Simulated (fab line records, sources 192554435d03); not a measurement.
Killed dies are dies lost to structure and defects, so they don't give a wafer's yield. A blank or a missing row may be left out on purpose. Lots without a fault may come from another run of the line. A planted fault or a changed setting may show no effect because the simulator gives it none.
fab line records | flow n5_finfet
record lots=20 wafers=60 last_day=18
route steps=1938 shown BEOL_M2@858
lots that met no fault: from a run of the same line without faults
start_h: hours from the record's first day to the start of the lot's first wafer shown | wait_h: hours since the lot's step before | " the same as in the row above | L1.1+2: a row that stands for several wafers | - no value, or no start given | * or withheld: withheld | < > ~ a bound
route shown NAME@n: a module of which the file shows steps, and the number in the route of the first | usual: mean/standard deviation of fault-free wafers | same: alike in all rows | chamber/n: place in a boat | sites: the reading at each site | _std_site: their standard deviation | _edge_site: outer sites' mean less inner sites' | radius_mm: how far each site lies from the wafer's centre | mask NAME#n: copy n | behind: the tool/chamber that last shaped the wafer | hold: why the lot was held/for how many hours/how that ended | device: the transistor (n, p or np) that didn't switch | end of line: the same wafers' tests at the end of the route | a step without rows: its recipe alone | killed: dies lost to structure and defects at the first sort, not the wafer's yield | map: a wafer's dies, x killed, . not, _ none there
set.NAME: the setting as run; set.NAME@STEP: as run at that earlier step | model.NAME: the simulator's own value behind a step, which no gauge read
steps of the route over a sample of lots; a table a step, a row a wafer
services: from which hour (start_h, from the record's first day; less than 0 if before it) a tool's chamber was out of use, for how many hours, and why
## steps
# step N5_BEOL_M2_ETCH_74
# recipe chemistry=N2/H2 target=underlayer target_depth_a=65 mask_material=CAR-EUV time_s=5.2 ion_energy_ev=200 pressure_mtorr=30 source_w=840 bias_w=150 n2_flow_sccm=200 h2_flow_sccm=200 ends=cleared
# usual bias_w=150.1/0.48 drypump_motor_current_A=5.7/0.48 etch_rf_on_time_s=5.20/0.1 oes_product_au=0.65/0.079 rf_vpp_V=522.6/1.6 showerhead_plenum_p_Torr=2.50/0.037 throttle_valve_pct=17.90/0.27
# columns lot.wafer tool chamber start_h wait_h bias_w drypump_motor_current_A etch_rf_on_time_s oes_product_au rf_hours_counter_h rf_vpp_V showerhead_plenum_p_Torr throttle_valve_pct
L074.1 rie_diel-02 3 133.13 0.0 150.8 6.0 5.10 0.68 103 523.4 2.57 17.72
L074.2 " 0 " " 149.3 5.6 5.08 0.69 97 520.2 2.46 17.77
L074.5 " 1 " " 150.0 6.1 5.09 0.63 - 523.7 2.56 17.71
L075.1 rie_diel-01 2 136.73 0.0 150.1 5.7 5.31 0.56 250 523.6 2.50 18.21
L075.2 " 3 " " 149.9 4.8 5.25 0.63 179 525.4 2.53 18.08
L075.3 " 1 " " 149.0 5.7 5.19 0.59 220 522.7 2.51 17.97
L076.3 rie_diel-05 2 148.68 0.0 149.3 5.1 5.15 0.62 162 521.2 2.44 17.96
L076.4 " 2 " " 149.8 5.1 5.17 0.62 - 523.5 2.44 17.97
L076.6 " 3 " " 150.1 5.8 5.27 0.60 - 522.5 2.51 18.20
L078.4 rie_diel-01 3 165.31 0.0 150.2 4.8 5.26 0.63 191 523.8 2.52 18.09
L078.5 " 3 " " 150.4 4.8 5.24 0.63 - 522.2 2.52 18.11
L078.6 " 0 " " 150.3 6.5 5.29 0.75 - 524.0 2.49 17.43
L079.2 rie_diel-02 3 167.06 0.0 150.8 6.0 5.20 0.66 113 525.3 2.56 17.73
L079.4 " 2 " " 150.5 5.9 5.38 0.63 168 524.0 2.54 18.26
L079.6 " 2 " " 150.1 5.9 5.42 0.63 - 522.7 2.54 18.26
L081.3 rie_diel-05 0 177.48 0.0 149.6 5.1 5.29 0.58 231 523.4 2.51 17.86
L081.5 " 2 " " 149.7 5.1 5.15 0.62 - 521.0 2.43 17.97
L081.6 " 0 " " 150.0 5.1 5.28 0.58 - 523.7 2.51 17.87
L082.1 rie_diel-05 1 183.48 0.0 150.0 6.0 5.08 0.61 250 525.0 2.49 17.86
L082.3 " 3 " " 150.7 5.8 5.23 0.60 216 525.0 2.51 18.22
L082.5 " 2 " " 150.4 5.1 5.16 0.62 - 522.8 2.43 17.99
L084.1 rie_diel-01 3 191.55 0.0 149.9 4.8 5.29 0.62 200 522.3 2.52 18.12
L084.3 " 1 " " 149.5 5.7 5.24 0.59 239 522.8 2.50 18.01
L084.6 " 1 " " 150.0 5.7 5.21 0.58 - 524.2 2.50 18.02
L083.2 rie_diel-05 3 191.87 0.0 150.7 5.8 5.31 0.60 220 521.8 2.51 18.23
L083.5 " 3 " " 150.9 5.7 5.34 0.59 - 520.9 2.51 18.23
L083.6 " 0 " " 150.6 5.1 5.39 0.57 - 524.4 2.51 17.88
L085.1 rie_diel-05 2 204.51 0.0 149.8 5.1 5.16 0.61 186 518.9 2.43 18.01
L085.2 " 3 " " 148.9 5.7 5.29 0.59 226 521.2 2.50 18.25
L085.3 " 0 " " 150.1 5.1 5.33 0.57 244 522.6 2.51 17.88
L086.3 rie_diel-05 2 208.81 0.0 150.0 5.1 5.19 0.61 188 519.5 2.43 18.02
L086.4 " 3 " " 149.9 5.7 5.28 0.59 228 522.9 2.50 18.25
L086.5 " 2 " " 149.9 5.2 5.15 0.61 - 521.1 2.43 18.01
L088.2 rie_diel-02 2 221.33 0.0 149.9 6.0 5.45 0.61 185 522.9 2.53 18.28
L088.4 " 3 " " 150.3 6.0 5.13 0.65 132 522.5 2.55 17.76
L088.6 " 3 " " 150.2 6.1 5.14 0.64 - 525.5 2.55 17.77
L090.1 rie_diel-02 2 234.21 0.0 149.7 6.0 5.31 0.61 188 520.7 2.53 18.31
L090.2 " 3 " " 150.6 6.0 5.01 0.66 135 525.6 2.55 17.77
L090.6 " 1 " " 150.8 6.1 5.13 0.62 - 524.1 2.54 17.74
L091.1 rie_diel-02 1 241.22 0.0 150.3 6.1 5.11 0.61 182 523.3 2.54 17.75
L091.4 " 3 " " 150.5 6.1 5.14 0.64 138 525.2 2.55 17.76
L091.6 " 2 " " 150.0 5.9 5.33 0.60 - 523.1 2.53 18.35
L089.2 rie_diel-01 0 241.28 0.0 149.5 6.5 5.18 0.71 68 521.6 2.48 17.46
L089.3 " 3 " " 149.7 4.8 5.23 0.61 221 523.2 2.51 18.15
L089.6 " 3 " " 149.4 4.8 5.27 0.60 - 523.2 2.51 18.16
L093.1 rie_diel-05 2 247.98 0.0 150.6 5.1 5.11 0.60 205 521.2 2.42 18.05
L093.3 " 3 " " 150.5 5.7 5.26 0.58 244 523.4 2.50 18.28
L093.4 " 0 " " 150.1 5.1 5.09 0.83 1 524.2 2.51 17.46
L094.1 rie_diel-05 1 258.55 0.0 150.3 6.0 5.07 0.78 21 521.9 2.48 17.44
L094.5 " 0 " " 150.7 5.1 5.20 0.81 - 522.5 2.50 17.50
L094.6 " 3 " " 150.7 5.7 5.33 0.59 - 524.9 2.49 18.26
L095.2 rie_diel-01 1 267.96 0.0 150.1 5.7 5.03 0.85 3 523.5 2.50 17.62
L095.5 " 1 " " 150.9 5.7 5.04 0.84 - 521.7 2.50 17.62
L095.6 " 0 " " 150.3 6.5 5.23 0.70 - 521.1 2.48 17.46
L096.1 rie_diel-01 3 271.67 0.0 150.5 4.8 5.31 0.60 233 524.9 2.51 18.16
L096.2 " 1 " " 150.5 5.7 5.06 0.83 5 520.5 2.50 17.63
L096.3 " 2 " " 149.5 5.7 5.05 0.75 45 521.4 2.48 17.84
L097.1 rie_diel-02 2 277.79 0.0 149.7 6.0 5.32 0.60 206 523.3 2.52 18.33
L097.2 " 0 " " 150.2 5.7 5.14 0.65 146 520.6 2.44 17.83
L097.4 " 1 " " 150.3 6.1 5.18 0.59 197 524.2 2.54 17.77
# step N5_BEOL_M2_VIA_ETCH_34
# recipe chemistry=C4F6/O2 target_depth_a=694 mask_material=SOC pressure_mtorr=15 ion_energy_ev=250 taper_deg=4 time_s=65.9 source_w=350 bias_w=170 Ar_flow_sccm=300 C4F6_flow_sccm=10 O2_flow_sccm=10
# usual bias_w=170.0/0.46 drypump_motor_current_A=5.7/0.49 oes_product_au=0.77/0.09 rf_vpp_V=665/4.6 showerhead_plenum_p_Torr=2.80/0.038 throttle_valve_pct=30.76/0.26
# same time_s=65.9
# columns lot.wafer tool chamber start_h wait_h bias_w drypump_motor_current_A oes_product_au rf_hours_counter_h rf_vpp_V showerhead_plenum_p_Torr throttle_valve_pct
L074.1 rie_diel-02 0 134.48 0.0 169.6 5.6 0.80 97 663 2.76 30.75
L074.2 " 1 " " 170.4 6.1 0.74 148 670 2.84 30.48
L074.5 " 0 " " 170.4 5.6 0.79 - 664 2.76 30.77
L075.1 rie_diel-01 0 145.72 0.0 170.3 6.6 0.89 34 667 2.78 30.30
L075.2 " 1 " " 169.8 5.8 0.70 222 670 2.80 30.68
L075.3 " 3 " " 171.1 4.8 0.74 182 671 2.83 30.91
L076.3 rie_diel-02 1 157.09 0.0 169.7 6.1 0.73 154 672 2.84 30.52
L076.4 " 0 " " 170.3 5.6 0.80 104 663 2.76 30.77
L076.6 " 0 " " 169.6 5.7 0.79 - 665 2.76 30.76
L079.2 rie_diel-01 0 169.89 0.0 169.9 6.5 0.86 44 665 2.78 30.28
L079.4 " 1 " " 169.8 5.7 0.69 232 670 2.79 30.70
L079.6 " 1 " " 169.7 5.7 0.69 - 670 2.79 30.69
L078.4 rie_diel-01 0 175.67 0.0 169.3 6.5 0.87 46 669 2.78 30.29
L078.5 " 1 " " 169.4 5.7 0.69 - 669 2.79 30.69
L078.6 " 2 " " 170.1 5.7 0.96 - 657 2.80 30.80
L081.3 rie_diel-05 2 186.10 0.0 169.6 5.1 0.71 177 667 2.71 30.75
L081.5 " 2 " " 168.6 5.1 0.71 - 667 2.71 30.78
L081.6 " 0 " " 170.1 5.1 0.67 - 657 2.80 30.61
L082.1 rie_diel-02 0 186.25 0.0 169.6 5.6 0.78 115 664 2.75 30.75
L082.3 " 2 " " 170.0 6.0 0.72 175 659 2.84 31.22
L082.5 " 3 " " 169.9 6.0 0.77 - 666 2.86 30.60
L084.1 rie_diel-05 0 200.26 0.0 169.8 5.1 0.67 242 658 2.80 30.62
L084.3 " 3 " " 170.1 5.7 0.69 224 664 2.81 31.15
L084.6 " 2 " " 170.0 5.2 0.71 - 665 2.71 30.78
L083.2 rie_diel-02 1 203.83 0.0 170.3 6.1 0.72 171 671 2.83 30.53
L083.5 " 2 " " 169.6 6.0 0.72 - 657 2.84 31.24
L083.6 " 3 " " 170.0 6.1 0.76 - 663 2.86 30.58
L085.1 rie_diel-01 3 207.01 0.0 170.3 4.8 0.72 206 670 2.82 30.92
L085.2 " 2 " " 169.9 5.7 0.93 17 659 2.79 30.81
L085.3 " 1 " " 169.4 5.7 0.68 245 669 2.79 30.71
L086.3 rie_diel-01 3 212.05 0.0 170.6 4.8 0.72 208 670 2.82 30.95
L086.4 " 1 " " 170.4 5.7 0.68 - 669 2.79 30.70
L086.5 " 3 " " 170.6 4.8 0.71 - 669 2.82 30.95
L088.2 rie_diel-01 0 226.66 0.0 169.4 6.5 0.84 60 667 2.77 30.31
L088.4 " 3 " " 170.7 4.8 0.71 - 669 2.81 30.94
L088.6 " 0 " " 169.6 6.5 0.85 - 666 2.77 30.30
L090.1 rie_diel-01 2 236.74 0.0 169.8 5.7 0.91 30 659 2.79 30.82
L090.2 " 0 " " 169.3 6.5 0.84 64 667 2.77 30.30
L090.6 " 2 " " 170.3 5.7 0.91 - 660 2.79 30.83
L091.1 rie_diel-02 2 246.82 0.0 170.6 5.9 0.71 193 659 2.83 31.25
L091.4 " 3 " " 169.7 6.0 0.75 139 665 2.85 30.62
L091.6 " 2 " " 168.9 5.9 0.71 - 658 2.83 31.24
L089.2 rie_diel-05 3 247.26 0.0 169.9 5.7 0.67 244 663 2.80 31.16
L089.3 " 2 " " 170.1 5.1 0.70 205 667 2.70 30.80
L089.6 " 3 " " 170.4 5.7 0.68 - 664 2.80 31.16
L093.1 rie_diel-01 0 252.02 0.0 170.3 6.5 0.83 72 666 2.77 30.33
L093.3 " 2 " " 170.4 5.7 0.89 38 658 2.78 30.83
L093.4 " 3 " " 170.6 4.8 0.71 - 670 2.81 30.95
L094.1 rie_diel-05 3 261.75 0.0 170.5 5.7 0.67 248 662 2.80 31.16
L094.5 " 2 " " 169.8 5.1 0.69 - 665 2.70 30.80
L094.6 " 3 " " 170.8 5.7 0.67 - 664 2.80 31.18
L095.2 rie_diel-02 0 273.26 0.0 170.4 5.6 0.75 143 663 2.74 30.79
L095.5 " 2 " " 169.8 6.0 0.70 - 660 2.83 31.25
L095.6 " 1 " " 169.9 6.1 0.69 - 670 2.82 30.55
L096.1 rie_diel-02 2 281.70 0.0 169.4 5.9 0.70 208 659 2.82 31.25
L096.2 " 3 " " 169.8 6.0 0.73 153 663 2.84 30.64
L096.3 " 0 " " 169.0 5.6 0.75 147 663 2.74 30.80
L097.1 rie_diel-02 2 284.86 0.0 169.6 6.0 0.71 210 659 2.82 31.26
L097.2 " 1 " " 170.5 6.1 0.69 200 671 2.82 30.53
L097.4 " 0 " " 170.3 5.7 0.75 148 662 2.74 30.81
# step N5_BEOL_M2_TRENCH_ETCH_37
# recipe chemistry=C4F6/O2 target_depth_a=555.55 target=SiOC time_s=29.2 ion_energy_ev=250 pressure_mtorr=30 source_w=355 bias_w=185 Ar_flow_sccm=300 C4F6_flow_sccm=10 O2_flow_sccm=10
# usual bias_w=185.0/0.51 drypump_motor_current_A=5.7/0.5 oes_product_au=0.77/0.089 rf_vpp_V=665/4.7 showerhead_plenum_p_Torr=2.80/0.038 throttle_valve_pct=20.90/0.25
# same time_s=29.2
# columns lot.wafer tool chamber start_h wait_h bias_w drypump_motor_current_A oes_product_au rf_hours_counter_h rf_vpp_V showerhead_plenum_p_Torr throttle_valve_pct
L074.1 rie_diel-02 0 - - 185.0 5.6 0.80 97 664 2.76 20.88
L074.2 " 1 " " 185.3 6.1 0.74 148 672 2.85 20.63
L074.5 " 0 " " 183.5 5.6 0.80 - 663 2.76 20.86
L075.1 rie_diel-01 0 - - 185.6 6.5 0.88 34 668 2.79 20.41
L075.2 " 1 " " 185.4 5.7 0.69 222 669 2.80 20.88
L075.3 " 3 " " 185.6 4.8 0.74 182 670 2.83 21.04
L076.3 rie_diel-02 1 - - 184.9 6.1 0.74 154 670 2.85 20.62
L076.4 " 0 " " 185.4 5.7 0.79 104 665 2.76 20.88
L076.6 " 0 " " 185.2 5.7 0.80 - 665 2.76 20.86
L079.2 rie_diel-01 0 - - 185.3 6.5 0.87 44 666 2.78 20.43
L079.4 " 1 " " 184.7 5.7 0.69 232 669 2.80 20.91
L079.6 " 1 " " 185.0 5.7 0.69 - 669 2.80 20.90
L078.4 rie_diel-01 0 - - 185.7 6.5 0.87 46 666 2.78 20.42
L078.5 " 1 " " 184.8 5.7 0.69 - 670 2.80 20.90
L078.6 " 2 " " 184.5 5.7 0.97 - 659 2.80 20.90
L081.3 rie_diel-05 2 - - 185.1 5.2 0.72 178 666 2.72 20.91
L081.5 " 2 " " 184.6 5.2 0.72 - 667 2.72 20.91
L081.6 " 0 " " 185.0 5.1 0.67 - 657 2.81 20.80
L082.1 rie_diel-02 0 - - 186.3 5.6 0.78 115 665 2.76 20.89
L082.3 " 2 " " 184.8 6.0 0.72 175 658 2.84 21.32
L082.5 " 3 " " 184.5 6.1 0.77 - 665 2.86 20.77
L084.1 rie_diel-05 0 - - 185.5 5.1 0.67 242 656 2.80 20.80
L084.3 " 3 " " 185.6 5.7 0.70 224 663 2.81 21.31
L084.6 " 2 " " 184.4 5.1 0.71 - 667 2.71 20.92
L083.2 rie_diel-02 1 - - 184.8 6.1 0.72 171 671 2.84 20.66
L083.5 " 2 " " 184.9 5.9 0.73 - 658 2.84 21.33
L083.6 " 3 " " 186.0 6.1 0.76 - 664 2.86 20.79
L085.1 rie_diel-01 3 - - 184.3 4.8 0.72 206 669 2.82 21.07
L085.2 " 2 " " 185.3 5.7 0.94 17 658 2.80 20.89
L085.3 " 1 " " 184.5 5.8 0.68 245 670 2.79 20.92
L086.3 rie_diel-01 3 - - 184.3 4.8 0.72 208 670 2.82 21.09
L086.4 " 1 " " 185.3 5.7 0.68 - 668 2.79 20.91
L086.5 " 3 " " 185.2 4.8 0.73 - 670 2.82 21.06
L088.2 rie_diel-01 0 - - 184.6 6.5 0.85 60 666 2.78 20.45
L088.4 " 3 " " 184.4 4.8 0.71 - 670 2.82 21.08
L088.6 " 0 " " 184.8 6.5 0.84 - 666 2.78 20.45
L090.1 rie_diel-01 2 - - 184.7 5.7 0.90 30 661 2.79 20.92
L090.2 " 0 " " 185.5 6.5 0.83 64 667 2.78 20.44
L090.6 " 2 " " 185.1 5.7 0.90 - 659 2.79 20.92
L091.1 rie_diel-02 2 - - 184.2 5.9 0.72 193 658 2.83 21.34
L091.4 " 3 " " 185.2 6.1 0.75 139 664 2.86 20.81
L091.6 " 2 " " 184.5 5.9 0.72 - 657 2.83 21.35
L089.2 rie_diel-05 3 - - 185.4 5.8 0.69 244 664 2.80 21.31
L089.3 " 2 " " 185.2 5.2 0.70 205 666 2.70 20.98
L089.6 " 3 " " 184.5 5.8 0.68 - 663 2.80 21.33
L093.1 rie_diel-01 0 - - 185.1 6.5 0.83 73 666 2.77 20.46
L093.3 " 2 " " 185.4 5.7 0.90 38 659 2.79 20.94
L093.4 " 3 " " 184.8 4.8 0.71 - 671 2.81 21.11
L094.1 rie_diel-05 3 - - 185.2 5.8 0.69 249 665 2.80 21.32
L094.5 " 2 " " 185.6 5.2 0.70 - 665 2.70 20.97
L094.6 " 3 " " 185.6 5.8 0.68 - 664 2.80 21.32
L095.2 rie_diel-02 0 - - 184.7 5.6 0.75 143 663 2.74 20.93
L095.5 " 2 " " 184.8 6.0 0.70 - 660 2.83 21.37
L095.6 " 1 " " 185.7 6.1 0.70 - 670 2.83 20.69
L096.1 rie_diel-02 2 - - 184.7 6.0 0.71 208 660 2.83 21.36
L096.2 " 3 " " 184.3 6.1 0.74 153 665 2.85 20.84
L096.3 " 0 " " 185.1 5.6 0.76 147 664 2.74 20.95
L097.1 rie_diel-02 2 - - 185.0 6.0 0.70 210 657 2.83 21.39
L097.2 " 1 " " 185.0 6.1 0.69 200 669 2.82 20.70
L097.4 " 0 " " 184.9 5.7 0.75 149 664 2.74 20.94
# step N5_BEOL_M2_SPUTTER_88
# recipe material=Cu target_thk_a=45 temp_c=-20 chamber_pressure_pa=0.07 power_w=withheld time_s=8.29
# usual chuck_gas_flow_sccm=1.26/0.053 substrate_temp_c=-20.00/0.097 susceptor_temp_C=-19.99/0.11 throttle_valve_pct=30.4/0.47
# same time_s=8.29
# columns lot.wafer tool chamber start_h wait_h chuck_gas_flow_sccm substrate_temp_c susceptor_temp_C throttle_valve_pct
L074.1 pvd_sputter-02 - 137.43 0.1 1.36 -20.00 -20.08 31.0
L074.2 " - " " 1.20 -20.17 -20.10 31.2
L074.5 " - " " 1.26 -19.91 -19.99 30.3
L075.1 pvd_sputter-02 - 148.39 0.1 1.32 -20.17 -20.01 31.0
L075.2 " - " " 1.24 -20.08 -19.73 30.6
L075.3 " - " " 1.18 -20.21 -20.13 30.8
L076.3 pvd_sputter-02 - 159.32 0.1 1.24 -19.80 -20.08 31.1
L076.4 " - " " 1.27 -19.81 -19.82 30.9
L076.6 " - " " 1.26 -20.03 -19.90 31.1
L079.2 pvd_sputter-01 - 172.60 0.1 1.23 -19.99 -20.01 30.6
L079.4 " - " " 1.31 -20.16 -20.11 30.3
L079.6 " - " " 1.19 -19.87 -20.00 30.3
L078.4 pvd_sputter-01 - 178.03 0.1 1.18 -20.12 -20.04 29.8
L078.5 " - " " 1.23 -20.09 -19.77 30.6
L078.6 " - " " 1.36 -19.88 -19.90 30.4
L081.3 pvd_sputter-01 - 188.18 0.1 1.29 -19.90 -20.03 30.2
L081.5 " - " " 1.38 -19.87 -20.14 30.3
L081.6 " - " " 1.18 -20.02 -20.03 29.3
L082.1 pvd_sputter-02 - 189.92 0.1 1.21 -19.95 -20.12 31.0
L082.3 " - " " 1.23 -19.96 -19.98 30.5
L082.5 " - " " 1.25 -19.83 -19.99 30.6
L084.1 pvd_sputter-03 - 202.77 0.1 1.24 -20.01 -19.85 30.4
L084.3 " - " " 1.17 -20.07 -19.95 30.1
L084.6 " - " " 1.33 -19.96 -19.82 30.1
L083.2 pvd_sputter-02 - 206.68 0.1 1.30 -19.90 -19.90 31.1
L083.5 " - " " 1.21 -20.07 -20.01 30.5
L083.6 " - " " 1.22 -19.98 -20.00 30.8
L085.1 pvd_sputter-03 - 209.35 0.1 1.25 -20.07 -19.94 30.0
L085.2 " - " " 1.26 -20.03 -20.07 30.6
L085.3 " - " " 1.37 -20.00 -19.96 30.2
L086.3 pvd_sputter-01 - 214.93 0.1 1.33 -19.98 -20.02 30.7
L086.4 " - " " 1.16 -20.09 -19.87 29.6
L086.5 " - " " 1.27 -20.13 -19.99 29.3
L088.2 pvd_sputter-02 - 229.37 0.1 1.31 -19.93 -19.98 30.6
L088.4 " - " " 1.33 -19.98 -19.94 31.2
L088.6 " - " " 1.27 -19.78 -19.79 31.0
L090.1 pvd_sputter-01 - 238.95 0.1 1.23 -19.82 -19.93 29.8
L090.2 " - " " 1.34 -19.92 -19.87 30.4
L090.6 " - " " 1.20 -20.07 -19.99 30.6
L091.1 pvd_sputter-01 - 249.33 0.1 1.27 -19.88 -20.00 30.3
L091.4 " - " " 1.20 -20.00 -19.88 30.8
L091.6 " - " " 1.18 -19.91 -19.98 30.3
L089.2 pvd_sputter-02 - 250.90 0.1 1.33 -20.10 -20.06 30.7
L089.3 " - " " 1.27 -19.87 -19.91 31.0
L089.6 " - " " 1.27 -19.88 -19.88 31.0
L093.1 pvd_sputter-01 - 254.55 0.1 1.37 -20.03 -20.01 30.9
L093.3 " - " " 1.28 -20.01 -19.91 30.6
L093.4 " - " " 1.26 -19.92 -20.09 30.4
L094.1 pvd_sputter-01 - 263.84 0.1 1.27 -19.91 -20.04 30.5
L094.5 " - " " 1.24 -20.00 -20.10 30.7
L094.6 " - " " 1.25 -20.03 -19.89 30.4
L095.2 pvd_sputter-02 - 275.87 0.1 1.20 -20.01 -19.94 30.9
L095.5 " - " " 1.28 -19.90 -19.89 31.0
L095.6 " - " " 1.31 -19.96 -20.16 30.8
L096.1 pvd_sputter-02 - 283.89 0.1 1.21 -20.01 -20.09 30.2
L096.2 " - " " 1.28 -20.06 -19.71 30.9
L096.3 " - " " 1.22 -20.02 -20.16 30.7
L097.1 pvd_sputter-01 - 286.96 0.1 1.21 -20.08 -20.08 31.0
L097.2 " - " " 1.26 -20.19 -20.08 30.4
L097.4 " - " " 1.21 -19.86 -20.00 29.5
# step N5_BEOL_M2_ANNEAL_91
# recipe temp_c=400 time_s=240 ambient=vacuum
# usual heater_power_w=830/100 susceptor_temp_C=399.97/0.21
# same time_s=240
# columns lot.wafer tool chamber start_h wait_h heater_power_w susceptor_temp_C
L074.1 pvd_sputter-02 - 137.73 0.0 940 400.07
L074.2 " - " " 908 400.61
L074.5 " - " " 779 399.53
L075.1 pvd_sputter-02 - 148.69 0.0 891 400.08
L075.2 " - " " 752 400.18
L075.3 " - " " 924 400.09
L076.3 pvd_sputter-02 - 159.62 0.0 917 400.02
L076.4 " - " " 945 400.16
L076.6 " - " " 888 400.15
L079.2 pvd_sputter-01 - 172.90 0.0 951 400.40
L079.4 " - " " 612 400.06
L079.6 " - " " 857 399.74
L078.4 pvd_sputter-01 - 178.33 0.0 848 399.71
L078.5 " - " " 936 400.47
L078.6 " - " " 606 400.22
L081.3 pvd_sputter-01 - 188.48 0.0 598 399.59
L081.5 " - " " 880 399.99
L081.6 " - " " 846 399.79
L082.1 pvd_sputter-02 - 190.22 0.0 892 400.11
L082.3 " - " " 715 400.08
L082.5 " - " " 712 400.03
L084.1 pvd_sputter-03 - 203.07 0.0 912 399.64
L084.3 " - " " 759 400.16
L084.6 " - " " 946 399.59
L083.2 pvd_sputter-02 - 206.98 0.0 917 400.37
L083.5 " - " " 767 400.01
L083.6 " - " " 935 400.16
L085.1 pvd_sputter-03 - 209.65 0.0 740 399.89
L085.2 " - " " 928 399.80
L085.3 " - " " 923 400.08
L086.3 pvd_sputter-01 - 215.23 0.0 961 399.75
L086.4 " - " " 855 399.98
L086.5 " - " " 864 399.85
L088.2 pvd_sputter-02 - 229.67 0.0 719 400.07
L088.4 " - " " 913 400.11
L088.6 " - " " 938 399.78
L090.1 pvd_sputter-01 - 239.25 0.0 876 399.93
L090.2 " - " " 620 399.90
L090.6 " - " " 863 399.79
L091.1 pvd_sputter-01 - 249.63 0.0 621 399.96
L091.4 " - " " 872 399.99
L091.6 " - " " 631 399.45
L089.2 pvd_sputter-02 - 251.20 0.0 760 400.08
L089.3 " - " " 886 400.03
L089.6 " - " " 906 399.99
L093.1 pvd_sputter-01 - 254.85 0.0 916 399.75
L093.3 " - " " 852 399.85
L093.4 " - " " 622 399.88
L094.1 pvd_sputter-01 - 264.14 0.0 867 400.30
L094.5 " - " " 932 399.97
L094.6 " - " " 860 400.16
L095.2 pvd_sputter-02 - 276.17 0.0 924 400.03
L095.5 " - " " 893 399.92
L095.6 " - " " 716 400.01
L096.1 pvd_sputter-02 - 284.19 0.0 721 400.13
L096.2 " - " " 902 400.15
L096.3 " - " " 767 399.91
L097.1 pvd_sputter-01 - 287.26 0.0 925 399.90
L097.2 " - " " 612 399.61
L097.4 " - " " 853 400.02
# step N5_BEOL_M2_CO_CAP_55
# recipe material=Co target_thk_a=20 temp_c=200 precursor=CCTBA/H2 pressure_torr=30 time_s=102.1
# usual chamber_pressure_Torr=30.01/0.069 heater_power_w=242/14 susceptor_temp_C=200.01/0.16
# same time_s=102.1
# columns lot.wafer tool chamber start_h wait_h chamber_pressure_Torr heater_power_w susceptor_temp_C
L074.1 cvd_co-01 2 139.17 0.0 30.04 263 199.82
L074.2 " 0 " " 29.96 214 199.92
L074.5 " 1 " " 30.07 233 200.14
L075.1 cvd_co-02 0 150.18 0.0 30.07 242 199.78
L075.2 " 1 " " 29.97 257 200.54
L075.3 " 2 " " 30.04 235 199.86
L076.3 cvd_co-01 2 163.40 0.0 30.10 266 200.27
L076.4 " 1 " " 30.07 240 199.94
L076.6 " 0 " " 30.12 214 199.80
L079.2 cvd_co-02 2 174.36 0.0 30.04 236 199.98
L079.4 " 1 " " 30.02 252 200.08
L079.6 " 0 " " 29.90 239 200.22
L078.4 cvd_co-02 0 179.81 0.0 29.90 255 199.99
L078.5 " 2 " " 30.02 242 199.98
L078.6 " 1 " " 30.03 252 200.21
L081.3 cvd_co-01 1 189.93 0.0 30.09 232 199.88
L081.5 " 2 " " 30.11 267 199.97
L081.6 " 0 " " 30.02 220 200.11
L082.1 cvd_co-02 2 191.66 0.0 29.96 238 199.94
L082.3 " 0 " " 29.98 247 199.81
L082.5 " 2 " " 30.01 233 200.07
L084.1 cvd_co-01 2 204.52 0.0 30.04 267 199.99
L084.3 " 0 " " 30.10 214 200.12
L084.6 " 1 " " 29.96 234 199.99
L083.2 cvd_co-02 0 208.49 0.0 30.04 243 200.15
L083.5 " 2 " " 29.97 235 200.02
L083.6 " 1 " " 29.98 256 200.10
L085.1 cvd_co-02 0 211.21 0.0 30.00 244 199.93
L085.2 " 1 " " 30.07 257 199.89
L085.3 " 2 " " 29.99 236 199.82
L086.3 cvd_co-01 2 217.01 0.0 30.05 261 200.12
L086.4 " 1 " " 30.02 230 200.06
L086.5 " 2 " " 30.03 258 199.92
L088.2 cvd_co-02 2 231.11 0.0 29.99 244 199.98
L088.4 " 1 " " 29.89 256 199.94
L088.6 " 0 " " 30.01 240 200.28
L090.1 cvd_co-02 1 240.73 0.0 30.05 249 200.09
L090.2 " 0 " " 29.91 244 199.99
L090.6 " 1 " " 29.88 252 200.02
L091.1 cvd_co-02 1 251.12 0.0 30.03 249 200.13
L091.4 " 2 " " 30.09 233 200.03
L091.6 " 0 " " 29.95 247 199.89
L089.2 cvd_co-02 2 252.65 0.0 30.04 244 200.22
L089.3 " 0 " " 30.02 248 200.14
L089.6 " 1 " " 30.14 253 199.95
L093.1 cvd_co-01 0 256.31 0.0 30.00 214 200.08
L093.3 " 1 " " 29.95 227 200.15
L093.4 " 0 " " 29.97 218 200.08
L094.1 cvd_co-02 1 265.60 0.0 29.85 254 199.92
L094.5 " 1 " " 29.97 252 200.15
L094.6 " 2 " " 30.08 238 199.82
L095.2 cvd_co-01 0 277.63 0.0 30.03 219 200.17
L095.5 " 2 " " 30.11 264 199.90
L095.6 " 1 " " 30.01 230 199.98
L096.1 cvd_co-01 2 285.63 0.0 30.03 269 199.98
L096.2 " 1 " " 30.00 243 199.93
L096.3 " 0 " " 29.98 220 199.91
L097.1 cvd_co-01 1 288.72 0.0 29.96 230 200.19
L097.2 " 2 " " 29.99 264 199.91
L097.4 " 0 " " 29.94 223 200.02
## services
# columns tool chamber start_h hours kind
rie_diel-01 1 126.77 8.7 repair
rie_diel-01 2 136.93 - clean
rie_diel-01 2 136.93 - consumable_replace:focus_ring
rie_diel-01 2 136.93 22.3 scheduled_down
rie_diel-01 2 136.93 22.3 vent_cycle
rie_diel-05 0 141.50 9.7 repair
cvd_co-01 0 141.91 7.2 repair
pvd_sputter-01 - 141.96 1.9 repair
rie_diel-05 1 163.92 15.8 repair
rie_diel-05 1 184.07 - clean
rie_diel-05 1 184.07 - consumable_replace:focus_ring
rie_diel-05 1 184.07 21.9 scheduled_down
rie_diel-05 1 184.07 21.9 vent_cycle
rie_diel-01 0 205.00 10.7 repair
rie_diel-05 3 217.36 2.8 repair
rie_diel-05 0 221.67 - clean
rie_diel-01 1 226.12 7.0 repair
cvd_co-02 - 231.43 0.3 repair
rie_diel-01 1 233.20 - clean
rie_diel-01 1 233.20 - consumable_replace:focus_ring
rie_diel-01 1 233.20 23.2 scheduled_down
rie_diel-01 1 233.20 23.2 vent_cycle
rie_diel-05 - 271.96 10.0 pm
cvd_co-02 2 286.37 40.8 repair
## key
fault none
